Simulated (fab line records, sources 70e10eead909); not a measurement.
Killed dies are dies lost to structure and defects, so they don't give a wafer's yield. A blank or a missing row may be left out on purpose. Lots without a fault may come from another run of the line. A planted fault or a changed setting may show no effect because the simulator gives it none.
A struck lot beside a sound one | flow nand_harc | 14 steps out of a route of 1159
Sound: wafers L699.4, L699.5, L699.6. Struck: wafer L711.3. (L711.4, L711.5 of the same lot were not struck and are left out.) The cause comes at the end.
At each step with rows: each side's tool, then ch and its chambers, then its first start. Under that, the readings that differ: sound wafers | struck wafers | difference of the means | sigmas: that difference in standard deviations of wafers without a fault.
alike: readings whose means differ by less than 2 such deviations, and words and numbers that are the same on both sides. not compared: withheld readings, readings that some wafer has no value for, bounds like >300 that may hide the same value, and numbers for which the record gives no deviation and whose values overlap.
The two part at a step that has a row with sigmas, a row that says differs or no value, or rows on one side only. Numbers that don't overlap but have no deviation are shown without sigmas and don't part them. A reading that every wafer of one side lacks parts them only if that side has two wafers or more.

first, 7 steps without rows for these wafers: NHARC_P_BONDPAD_COAT_36 (time 65 s); NHARC_P_BONDPAD_COAT_03 (resist thk 600 nm); NHARC_P_BONDPAD_SOFTBAKE_04 (time 70 s); NHARC_P_BONDPAD_EBR_05; NHARC_P_BONDPAD_EXPOSE_06 (exposes mask P BPAD); NHARC_P_BONDPAD_PEB_07 (peb time 80 s); NHARC_P_BONDPAD_DEVELOP_08 (time 50 s).
NHARC_P_BONDPAD_CD_MEAS_09: target cd 500 nm.
  sound on cd_sem-02 ch 0, day 6 19:31; struck on cd_sem-01 ch 0, day 9 15:14
  alike: cd_nm
NHARC_P_BONDPAD_OVL_MEAS_38:
  sound on overlay-01, day 6 19:35; struck on overlay-02, day 9 15:19
  alike: overlay_x_nm, overlay_y_nm
then, 1 step without rows for these wafers: NHARC_P_BONDPAD_HARDBAKE_10 (time 65 s).
NHARC_P_BONDPAD_DESCUM_11: chemistry O2, time 3 s.
  sound on rie_diel-03 ch 2,3, day 6 19:43; struck on rie_diel-03 ch 0, day 9 15:28
  reading                | sound                | struck | difference | sigmas
  oes_product_au (a.u.)  | 0.997 1.001 1.003    | 0.969  | -0.031     | -3
  throttle_valve_pct (%) | 11.301 11.297 11.308 | 11.323 | +0.021     | +2
  alike: drypump_motor_current_A, rf_vpp_V, showerhead_plenum_p_Torr
  not compared: rf_hours_counter_h
NHARC_P_BONDPAD_ETCH_37: etches the open film in N2/H2, target depth 60 nm, overetch 18 nm, time 65.91 s.
  sound on rie_diel-03 ch 0,1,3, day 6 19:49; struck on rie_diel-03 ch 0, day 9 15:32
  reading                | sound                | struck | difference | sigmas
  oes_product_au (a.u.)  | 1.002 0.963 1.000    | 0.963  | -0.025     | -2
  throttle_valve_pct (%) | 14.159 14.174 14.172 | 14.137 | -0.031     | -3
  alike: drypump_motor_current_A, h2_flow_sccm, rf_vpp_V, run_length_s, showerhead_plenum_p_Torr
  not compared: rf_hours_counter_h
NHARC_P_BONDPAD_ETCH_12: etches the open film in CHF3/O2, target depth 200 nm, time 100 s.
  sound on rie_diel-03 ch 0,1,3, day 6 19:55; struck on rie_diel-03 ch 0, day 9 15:38
  reading          | sound             | struck | difference | sigmas
  run_length_s (s) | 121.0 121.2 121.5 | 105.0  | -16.2      | -39
  alike: drypump_motor_current_A, oes_product_au, rf_vpp_V, showerhead_plenum_p_Torr, throttle_valve_pct
  not compared: rf_hours_counter_h
NHARC_P_BONDPAD_CD_MEAS_13:
  sound on cd_sem-01, day 6 20:02; struck on cd_sem-01, day 9 15:47
  alike: cd_nm

WHERE THEY PART
First at NHARC_P_BONDPAD_DESCUM_11; last, within this record, at NHARC_P_BONDPAD_ETCH_12. Later steps at which nothing parts them and some readings are alike: NHARC_P_BONDPAD_CD_MEAS_13.

WHY: what the simulator had put in
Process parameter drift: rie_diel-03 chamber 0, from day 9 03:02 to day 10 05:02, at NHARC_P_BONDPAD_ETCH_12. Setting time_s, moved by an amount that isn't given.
